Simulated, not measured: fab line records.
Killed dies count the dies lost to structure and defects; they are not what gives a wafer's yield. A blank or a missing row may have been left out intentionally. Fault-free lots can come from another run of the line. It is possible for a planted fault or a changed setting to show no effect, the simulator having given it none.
A lot that was struck, set against a sound lot :: flow nand_harc :: 13 out of 1159 route steps
Sound: these wafers, L762.4, L762.5, L762.6. Wafers L765.2, L765.3, L765.6 were the ones struck. The cause comes at the end.
At each step with rows: each side's tool, then ch and its chambers, then its first start. Under that, the readings that differ: sound wafers :: struck wafers :: difference of the means :: sigmas: that difference in standard deviations of wafers without a fault.
alike: a reading whose means differ by less than 2 such deviations, as well as words and numbers matching on both sides. not compared: withheld readings; readings where some wafer has no value; bounds like >300 that might hide an equal value; numbers whose values overlap and for which the record gives no deviation.
Wherever a step has rows on one side only, a row that says differs or no value, or a row with sigmas, the two part there. When numbers do not overlap yet have no deviation, they are printed without sigmas and do not part them. A reading missing from all wafers of one side parts the sides only when that side holds two or more wafers.

first, 3 steps without rows for these wafers: NHARC_A_STAIRCASE_STRIP_317 (strips in SPM, time 900 s); NHARC_A_STAIRCASE_PRECLEAN_318 (cleans in SC1); NHARC_A_STAIRCASE_SRD_329.
NHARC_A_STAIRCASE_ALD_415: deposits SiO2, target thk 30 nm, pulse time 6 s, ald cycles 300.
  sound on ald_hk-03 ch 0,1,2, day 13 20:34; struck on ald_hk-04 ch 0,2,3, day 14 08:10
  alike: heater_power_outer_w, heater_power_w, precursor_pulse_height_rel
NHARC_A_STAIRCASE_ETCHBACK_416: etches the open film in C4F8/O2/Ar, target depth 36 nm, time 7.2 s.
  sound: rie_diel-05 ch 0,2,3; struck: rie_diel-02 ch 0,2
  alike: bias_w, chamber_pressure_mTorr, oes_product_au, rf_vpp_V
  not compared: rf_hours_counter_h
NHARC_A_STAIRCASE_STRIP_476: strips in O2, time 20 s.
  sound on rie_diel-05 ch 0,1,3, day 13 22:26; struck on rie_diel-02 ch 0,1,2, day 14 10:25
  alike: chamber_pressure_mTorr, drypump_motor_current_A, oes_product_au, rf_vpp_V, showerhead_plenum_p_Torr, throttle_valve_pct
  not compared: rf_hours_counter_h
NHARC_A_STAIRCASE_DEP_417: deposits Si3N4, target thk 60 nm.
  sound on pecvd-04 ch 0,1,2, day 13 22:40; struck on pecvd-02 ch 0,1, day 14 10:33
  alike: heater_power_outer_w, heater_power_w
then, 4 steps without rows for these wafers: NHARC_A_STAIRCASE_WET_418 (chemistry H3PO4, target depth 20 nm); NHARC_A_STAIRCASE_PRECLEAN_419 (cleans in SC1); NHARC_A_STAIRCASE_SRD_421; NHARC_A_STAIRCASE_ALD_420 (deposits SiO2, target thk 20 nm, pulse time 6 s, ald cycles 200).
NHARC_A_STAIRCASE_CVD_552: deposits SiNx, target thk 40 nm.
  sound on lpcvd-02 ch 0, day 14 05:47; struck on lpcvd-01 ch 1, day 15 04:00
NHARC_A_STAIRCASE_DEP_151: deposits SiO2, target thk 3800 nm.
  sound on pecvd-04 ch 0,1,2, day 14 09:53; struck on pecvd-01 ch 0,1, day 15 07:55
  alike: heater_power_outer_w, heater_power_w

## WHERE THEY PART
Nowhere in this record.

WHY: what the simulator had put in
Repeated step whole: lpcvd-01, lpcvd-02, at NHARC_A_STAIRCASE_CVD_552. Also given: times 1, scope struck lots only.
